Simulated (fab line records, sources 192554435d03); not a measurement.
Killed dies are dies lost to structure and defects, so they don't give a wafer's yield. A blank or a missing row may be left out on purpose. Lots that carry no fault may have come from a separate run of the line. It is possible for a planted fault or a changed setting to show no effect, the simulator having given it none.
Split-lot experiment -- flow n5_finfet -- 23 wafers read from 5 lots, route of 1938 steps

ABOUT THE SPLIT
At N5_BEOL_M0_SAQP_EXPOSE_37 (exposes mask M0 CUT1, target cd 30 nm), the setting dose_mj was moved away from the recipe's 44.75 on 8 of the 23 wafers read, by +3.4% to +5.9%. This setting was run at the recipe's value on the other wafers.

FROM THE SPLIT TO THE READING: what the file shows between them, 2 steps
- N5_BEOL_M0_SAQP_PEB_38: peb time 60 s
- N5_BEOL_M0_SAQP_DEVELOP_39: develop time 30 s

THE READING
Shown in nm: cd_nm at N5_BEOL_M0_SAQP_CD_MEAS_40, with target cd 30 nm. A value of 30.15 nm with a standard deviation of 0.2 nm is what fault-free wafers of this fab line usually give.

wafer,"tool, chamber at the split",dose_mj as run,against the recipe,"cd_nm, nm",against lot-mates on the recipe
L078.2,"euv_scanner-01, 0",47.39,+5.9%,31.35,+1.34
L078.3,"euv_scanner-01, 0",47.39,+5.9%,31.21,+1.20
L078.4,"euv_scanner-01, 0",44.75,recipe,30.22,-
L078.5,"euv_scanner-01, 0",44.75,recipe,29.81,-
L078.6,"euv_scanner-01, 0",47.39,+5.9%,31.05,+1.04
L079.1,"euv_scanner-01, 0",44.75,recipe,29.79,-
L079.2,"euv_scanner-01, 0",44.75,recipe,30.10,-
L079.4,"euv_scanner-01, 0",44.75,recipe,30.03,-
L079.5,"euv_scanner-01, 0",44.75,recipe,30.11,-
L079.6,"euv_scanner-01, 0",44.75,recipe,30.37,-
L080.1,"euv_scanner-01, 0",46.28,+3.4%,31.16,+0.94
L080.2,"euv_scanner-01, 0",44.75,recipe,30.31,-
L080.3,"euv_scanner-01, 0",46.28,+3.4%,30.97,+0.75
L080.4,"euv_scanner-01, 0",44.75,recipe,30.19,-
L080.5,"euv_scanner-01, 0",44.75,recipe,30.16,-
L082.1,"euv_scanner-01, 0",44.75,recipe,30.25,-
L082.4,"euv_scanner-01, 0",44.75,recipe,30.24,-
L082.6,"euv_scanner-01, 0",44.75,recipe,30.20,-
L091.2,"euv_scanner-02, 0",44.75,recipe,30.32,-
L091.3,"euv_scanner-02, 0",47.01,+5.1%,31.01,+0.75
L091.4,"euv_scanner-02, 0",47.01,+5.1%,31.08,+0.82
L091.5,"euv_scanner-02, 0",44.75,recipe,30.20,-
L091.6,"euv_scanner-02, 0",47.01,+5.1%,31.13,+0.87

FIT RESULTS
A straight line over all 23 wafers: cd_nm changes by +0.187 nm for each +1% of dose_mj; r = +0.94; the points scatter about the line by 0.17 nm.
The same after taking each lot's own level away (the mean of its wafers on the recipe; 23 wafers): +0.19 nm for each +1%; r = +0.95; scatter 0.15 nm.
On that fit, the largest move of dose_mj shifts the reading by 1.1 nm.
Measured against the standard deviation above, the lots' own levels, which go from 30.015 to 30.260 nm, span 1.2 times it.
The two slopes agree, so the slope changes little with the lot-to-lot level.
Check: +1.09 nm against its lot-mates is what the line predicts for one of the wafers moved furthest among these (+5.9%) when that wafer is left out of the fit. Against them it came out at +1.34 nm.

ADDITIONAL SPLITS CARRIED BY THESE WAFERS
Note: prior to the reading, these wafers also went through further splits. Each is held against what the fit with the lots' levels taken away leaves over:
other split on the same wafers,wafers away from the commonest value,r with cd_nm (lot level and that fit taken away)
N5_MOL_CONTACT_COAG_CVD_140 target_thk_a,10,+0.02

THE WHOLE CHAIN: every reading that the file lists as answering this split, in the file's order
step,what it does,reading,change (the file's fit),r (the file's)
N5_BEOL_M0_SAQP_CD_MEAS_40,target cd 30 nm,cd_nm,+0.195 nm for each +1% of the setting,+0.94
N5_BEOL_M0_SAQP_DESCUM_45,"chemistry O2, time 7 s","BEOL_M0_SAQP.cd_nm (the simulator's own value, which no gauge read)",+0.175 nm for each +1% of the setting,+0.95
N5_BEOL_M0_SAQP_ETCH_88,"etches underlayer in N2/H2, target depth 6.5 nm, time 5.2 s","BEOL_M0_SAQP.cd_nm (the simulator's own value, which no gauge read)",+0.178 nm for each +1% of the setting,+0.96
N5_BEOL_M0_SAQP_ETCH_73,"etches SiARC in CF4, target depth 19.5 nm, time 32.5 s","BEOL_M0_SAQP.cd_nm (the simulator's own value, which no gauge read)",+0.192 nm for each +1% of the setting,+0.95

THE FILE'S OWN FIT
cd_nm changes by +0.195 nm for each +1% of dose_mj, r = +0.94.
